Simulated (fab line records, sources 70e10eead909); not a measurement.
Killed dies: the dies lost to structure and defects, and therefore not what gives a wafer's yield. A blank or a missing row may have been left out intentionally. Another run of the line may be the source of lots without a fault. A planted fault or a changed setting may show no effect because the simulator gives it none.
Which tool is to blame?	flow nand-harc	6 lots with 18 wafers sampled at 4 steps, on a route of 1302 steps

WHAT THE GAUGES SHOWED, per wafer
NHARC_P_GATE_CD_MEAS_91: target cd 2000 nm.
lot	measured	on	cd-nm (nm)
L992	day 7 04:18	cd-sem-01	2000.1 1999.1 2000.5
L105	day 11 22:55	cd-sem-03	1997.8 1999.1 2000.8
L107	day 12 11:58	cd-sem-03	2002.8 2002.4 2000.5
L111	day 13 08:31	cd-sem-01	1998.8 1999.4 1999.5
L113	day 14 14:08	cd-sem-02	2001.8 1999.6 2000.5
L115	day 15 05:26	cd-sem-01	2002.2 2000.3 2000.0

WHAT TOOL EACH LOT RAN ON (gives the tool, then ch and the chambers of the sampled wafers, and finally the start)
lot	NHARC_P_GATE_ETCH_32	NHARC_P_GATE_STRIP_112	NHARC_P_GATE_EXPOSE_88
L992	rie-si-03 ch 0,2,3, day 6 13:40	plasma-asher-01 ch 0,1, day 7 03:14	krf-scanner-04 ch 0, day 7 04:10
L105	rie-si-02 ch 0,1, day 11 06:08	plasma-asher-02 ch 0,1, day 11 21:47	krf-scanner-01 ch 0, day 11 22:46
L107	rie-si-02 ch 1,2,3, day 11 19:08	plasma-asher-01 ch 0,1, day 12 10:46	krf-scanner-01 ch 0, day 12 11:48
L111	rie-si-04 ch 0,1,2, day 12 17:29	plasma-asher-02 ch 0,1, day 13 07:20	krf-scanner-04 ch 0, day 13 08:22
L113	rie-si-04 ch 0,3, day 13 23:22	plasma-asher-01 ch 0,1, day 14 13:02	krf-scanner-01 ch 0, day 14 13:59
L115	rie-si-02 ch 0,2,3, day 14 14:49	plasma-asher-01 ch 0, day 15 04:17	krf-scanner-03 ch 0, day 15 05:16
- NHARC_P_GATE_ETCH_32: etches the open film in HBr/Cl2, target depth 150 nm, time 100.1 s.
- NHARC_P_GATE_STRIP_112: strips in N2/H2, time 200 s.
- NHARC_P_GATE_EXPOSE_88: exposes mask P HVN, target cd 2000 nm.

THE ANSWER, worked out from the rows above alone
Rule: what is usual is taken from the lots themselves. Put in order of their means at a reading, lots are off if they are a third of the lots or fewer, leave a main group of 4 or more, and stand apart from it by a gap of 3 or more times the standard deviation of the main group's means; of several such gaps the widest counts. The tables above print the reading to a certain number of digits; a main group whose means all agree to those digits is not used. Also off: a lot with no number at a reading for which 4 or more lots have one. Any other lot the step has rows for is counted as sound.
No lot is off on any of the readings shown, so nothing can be concluded from this.

WHAT THE SIMULATOR HAD INSERTED
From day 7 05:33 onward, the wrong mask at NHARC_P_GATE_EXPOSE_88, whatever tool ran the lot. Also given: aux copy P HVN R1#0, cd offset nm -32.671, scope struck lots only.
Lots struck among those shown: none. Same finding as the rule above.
